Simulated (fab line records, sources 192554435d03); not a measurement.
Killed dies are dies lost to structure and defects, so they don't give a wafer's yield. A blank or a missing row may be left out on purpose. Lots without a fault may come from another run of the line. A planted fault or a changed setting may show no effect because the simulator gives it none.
Problem report in the 8D (eight disciplines) form, filled by code | flow n5_finfet | the parts of the form that need people (team, actions taken, sign-off) are left out

1. THE PROBLEM
rf_fwd_power_W at N5_BEOL_M4_VIA_ETCH_34 reads a mean of 262.5 W on 6 wafers of 2 lots; wafers without a fault read 346.8 W with a standard deviation of 1.2. That is -70 standard deviations from the usual mean.
The step: etches the open film in C4F6/O2, target depth 69.4 nm, time 65.9 s.
First seen on wafer L466.2, day 11 05:38, on rie_diel-05. The record holds 27 wafers of 9 lots with a number at this step. Rule for "out", or "out of limits": more than 4 standard deviations from the usual mean. The other wafers with a number count as sound.

2. WHAT IT IS AND WHAT IT IS NOT
question                    | is                       | is not
which readings at this step | rf_fwd_power_W, rf_vpp_V | chamber_pressure_mTorr, drypump_motor_current_A, oes_product_au, showerhead_plenum_p_Torr
which lots                  | L466, L467               | L453, L459, L461, L463, L464, L473, L474
which wafers of those lots  | all that have a number   | -
read on which tools         | rie_diel-05              | rie_diel-01, rie_diel-03
when                        | from day 11 05:38        | up to then (12 sound wafers); but 9 sound wafers of L464, L473, L474 came after

3. SUSPECTS, AND WHAT RULES EACH OUT
Counting: a tool at a process step up to the reading stays a suspect if it ran every lot that is out and no sound lot after the first of them.
- rie_diel-05 at N5_BEOL_M4_VIA_ETCH_34 (etches the open film in C4F6/O2, target depth 69.4 nm, time 65.9 s): kept. It ran every lot that is out, first L466 (day 11 05:38), and no sound lot after that; its last sound lot up to then is L463 (day 10 17:53). Its own readings are out on those wafers: rf_fwd_power_W, rf_vpp_V.
Left after counting: rie_diel-05 at N5_BEOL_M4_VIA_ETCH_34.

4. THE CAUSE (what the simulator had put in)
Process parameter drift: rie_diel-05, from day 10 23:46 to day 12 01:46, at N5_BEOL_M4_VIA_ETCH_34. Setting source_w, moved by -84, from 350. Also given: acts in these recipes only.
Counting left only this tool.

5. THE CHAIN OF EFFECTS, in route order
Each row: a reading whose mean over the struck wafers that have a number lies more than 3 standard deviations from the usual. Only readings for which the record gives a usual standard deviation are gone through. hours: the time from each lot's start at the first step in this table that gives one to its start at this step, as a median over the lots. sigmas: the change in usual standard deviations.
hours | step                   | reading        | usual   | on struck wafers | change | sigmas
0     | N5_BEOL_M4_VIA_ETCH_34 | rf_fwd_power_W | 346.8 W | 262.5            | -84.3  | -70
0     | N5_BEOL_M4_VIA_ETCH_34 | rf_vpp_V       | 666 V   | 759              | +93    | +11
The process steps in it:
- N5_BEOL_M4_VIA_ETCH_34: etches the open film in C4F6/O2, target depth 69.4 nm, time 65.9 s.
Later measuring or inspecting steps at which every struck wafer that the step has a row for has a number for every such reading, and none has moved that far: N5_BEOL_M4_CD_MEAS_35, N5_BEOL_M4_RC_MEAS_101.

6. WHAT WOULD HAVE CAUGHT IT SOONER
In this record the first reading out of limits was taken at day 11 05:38, 6 hours after the fault began at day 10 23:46.
